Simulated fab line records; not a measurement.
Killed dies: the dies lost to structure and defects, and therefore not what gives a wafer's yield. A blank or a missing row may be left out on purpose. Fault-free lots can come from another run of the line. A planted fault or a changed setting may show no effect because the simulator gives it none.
Chamber matching | flow nand_harc | rie_diel-12 running NHARC_A_CONTACT_ETCH_90: 4 sister chambers
The step etches the open film in CH3F/O2, target depth 40 nm, time 85.7 s. 42 wafers are shown with their chamber, then 12 later ones without.

EACH WAFER AND ITS CHAMBER
wafer  | chamber | showerhead_plenum_p_Torr (Torr) | drypump_motor_current_A (A) | rf_vpp_V (V)
L074.2 | 0       | 2.54                            | 5.31                        | 246.5
L074.4 | 1       | 2.34                            | 5.48                        | 241.9
L074.5 | 1       | 2.34                            | 5.46                        | 242.6
L078.1 | 1       | 2.33                            | 5.46                        | 242.4
L078.3 | 2       | 2.39                            | 5.75                        | 244.4
L078.5 | 2       | 2.39                            | 5.74                        | 242.4
L080.3 | 3       | 2.50                            | 5.96                        | 243.7
L080.4 | 0       | 2.53                            | 5.34                        | 245.2
L080.5 | 2       | 2.39                            | 5.74                        | 243.4
L083.1 | 1       | 2.33                            | 5.51                        | 242.9
L083.2 | 0       | 2.53                            | 5.34                        | 246.1
L083.3 | 3       | 2.50                            | 5.97                        | 244.1
L082.1 | 1       | 2.33                            | 5.48                        | 243.1
L082.2 | 0       | 2.53                            | 5.32                        | 244.3
L082.3 | 3       | 2.50                            | 5.96                        | 245.6
L082.4 | 2       | 2.39                            | 5.74                        | 244.4
L082.5 | 1       | 2.33                            | 5.48                        | 243.0
L082.6 | 0       | 2.53                            | 5.32                        | 244.9
L081.2 | 3       | 2.50                            | 5.95                        | 246.6
L081.3 | 1       | 2.33                            | 5.47                        | 242.9
L081.5 | 3       | 2.50                            | 5.95                        | 246.2
L085.1 | 2       | 2.39                            | 5.73                        | 243.1
L085.2 | 1       | 2.33                            | 5.45                        | 242.2
L085.6 | 1       | 2.33                            | 5.44                        | 243.6
L088.1 | 2       | 2.39                            | 5.75                        | 242.9
L088.2 | 1       | 2.33                            | 5.49                        | 240.8
L088.4 | 3       | 2.50                            | 5.97                        | 245.2
L090.2 | 1       | 2.33                            | 5.48                        | 243.1
L090.3 | 2       | 2.39                            | 5.75                        | 242.5
L090.4 | 3       | 2.50                            | 5.98                        | 244.1
L086.1 | 2       | 2.39                            | 5.74                        | 244.1
L086.3 | 3       | 2.50                            | 6.02                        | 243.8
L086.6 | 0       | 2.53                            | 5.34                        | 246.8
L089.1 | 3       | 2.50                            | 5.98                        | 246.0
L089.2 | 1       | 2.33                            | 5.50                        | 243.0
L089.5 | 1       | 2.33                            | 5.51                        | 241.9
L091.1 | 1       | 2.33                            | 5.48                        | 242.0
L091.2 | 2       | 2.39                            | 5.73                        | 243.1
L091.6 | 2       | 2.39                            | 5.74                        | 244.7
L092.1 | 1       | 2.33                            | 5.48                        | 241.0
L092.3 | 0       | 2.53                            | 5.34                        | 246.2
L092.5 | 1       | 2.33                            | 5.46                        | 242.0

SIGNATURES (averages over the wafers above)
reading                  | chamber 0 | chamber 1 | chamber 2 | chamber 3 | scatter within a chamber
showerhead_plenum_p_Torr | 2.5314    | 2.3312    | 2.3900    | 2.5000    | 0.00262
drypump_motor_current_A  | 5.3300    | 5.4769    | 5.7410    | 5.9711    | 0.0171
rf_vpp_V                 | 245.714   | 242.400   | 243.500   | 245.033   | 0.898
Rule: for a wafer and a chamber, the distance is found by dividing, reading by reading, the gap between the wafer's reading and the chamber's mean by the reading's scatter, squaring, summing and taking the root. If the next closest chamber is less than 2 further off than the closest, the wafer can't be placed; otherwise it belongs to the closest. The scatter is the square root of a quotient: the sum, over the shown wafers, of each reading's squared deviation from its chamber's mean, divided by wafers minus chambers.

WAFERS WITHOUT THEIR CHAMBER
wafer  | showerhead_plenum_p_Torr (Torr) | drypump_motor_current_A (A) | rf_vpp_V (V)
L093.3 | 2.38                            | 5.74                        | 243.0
L093.5 | 2.53                            | 5.33                        | 244.3
L093.6 | 2.50                            | 5.95                        | 245.2
L094.2 | 2.38                            | 5.75                        | 242.5
L094.3 | 2.50                            | 6.02                        | 245.0
L094.4 | 2.33                            | 5.47                        | 243.3
L096.1 | 2.53                            | 5.29                        | 246.2
L096.3 | 2.50                            | 6.00                        | 243.7
L096.4 | 2.38                            | 5.75                        | 243.2
L097.3 | 2.52                            | 5.32                        | 245.7
L097.4 | 2.49                            | 5.99                        | 245.2
L097.6 | 2.49                            | 5.98                        | 244.4

WHICH CHAMBER EACH ONE RAN IN
wafer  | from the rows above | in truth
L093.3 | 2                   | 2
L093.5 | 0                   | 0
L093.6 | 3                   | 3
L094.2 | 2                   | 2
L094.3 | 3                   | 3
L094.4 | 1                   | 1
L096.1 | 0                   | 0
L096.3 | 3                   | 3
L096.4 | 2                   | 2
L097.3 | 0                   | 0
L097.4 | 3                   | 3
L097.6 | 3                   | 3
Placed correctly: 12 of 12. Not placeable from these rows: 0. 0 placed wrongly.
